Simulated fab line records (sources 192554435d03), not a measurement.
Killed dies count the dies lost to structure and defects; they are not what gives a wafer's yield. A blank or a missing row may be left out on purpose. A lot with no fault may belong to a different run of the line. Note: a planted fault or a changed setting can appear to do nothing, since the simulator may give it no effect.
Matching of chambers | flow n5 finfet | 4 sister chambers for N5_BEOL_M11_STRIP_36 on rie diel-02
The step strips in N2/H2. 8 wafers are shown with their chamber, then 9 later ones without.

== WAFERS, EACH WITH ITS CHAMBER ==
wafer  | chamber | drypump motor current A (A) | showerhead plenum p Torr (Torr)
L082.3 | 1       | 4.9                         | 2.39
L082.4 | 2       | 6.0                         | 2.32
L082.6 | 3       | 5.6                         | 2.66
L083.4 | 2       | 6.1                         | 2.32
L083.5 | 1       | 4.9                         | 2.39
L090.1 | 0       | 5.3                         | 2.53
L090.4 | 3       | 5.6                         | 2.65
L090.6 | 0       | 5.3                         | 2.53

== WAFERS WITH NO CHAMBER GIVEN ==
wafer  | drypump motor current A (A) | showerhead plenum p Torr (Torr)
L093.3 | 5.3                         | 2.53
L093.4 | 6.1                         | 2.32
L093.5 | 5.7                         | 2.65
L094.1 | 5.6                         | 2.65
L094.4 | 6.1                         | 2.31
L094.6 | 5.6                         | 2.65
L097.3 | 5.3                         | 2.52
L097.4 | 6.0                         | 2.31
L097.6 | 4.9                         | 2.70

== WHICH CHAMBER EACH ONE RAN IN ==
wafer  | from the rows above | in truth
L093.3 | 0                   | 0
L093.4 | 2                   | 2
L093.5 | 3                   | 3
L094.1 | 3                   | 3
L094.4 | 2                   | 2
L094.6 | 3                   | 3
L097.3 | 0                   | 0
L097.4 | 2                   | 2
L097.6 | 3                   | 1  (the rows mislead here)
Correctly placed: 8 of 9. From these rows, 0 cannot be placed. Wrongly placed: 1.
How it was worked out, from the rows above alone: a wafer's distance from a chamber is the root of the sum, over the readings, of the square of ((its reading less the chamber's mean) divided by the reading's scatter). If the next closest chamber is less than 2 further off than the closest, the wafer can't be placed; otherwise it belongs to the closest. Each chamber's mean is taken over the wafers shown for it. How the scatter is found: for the shown wafers, subtract from each reading the mean of its chamber, square and add these, divide the total by (wafers less chambers), then take the root.
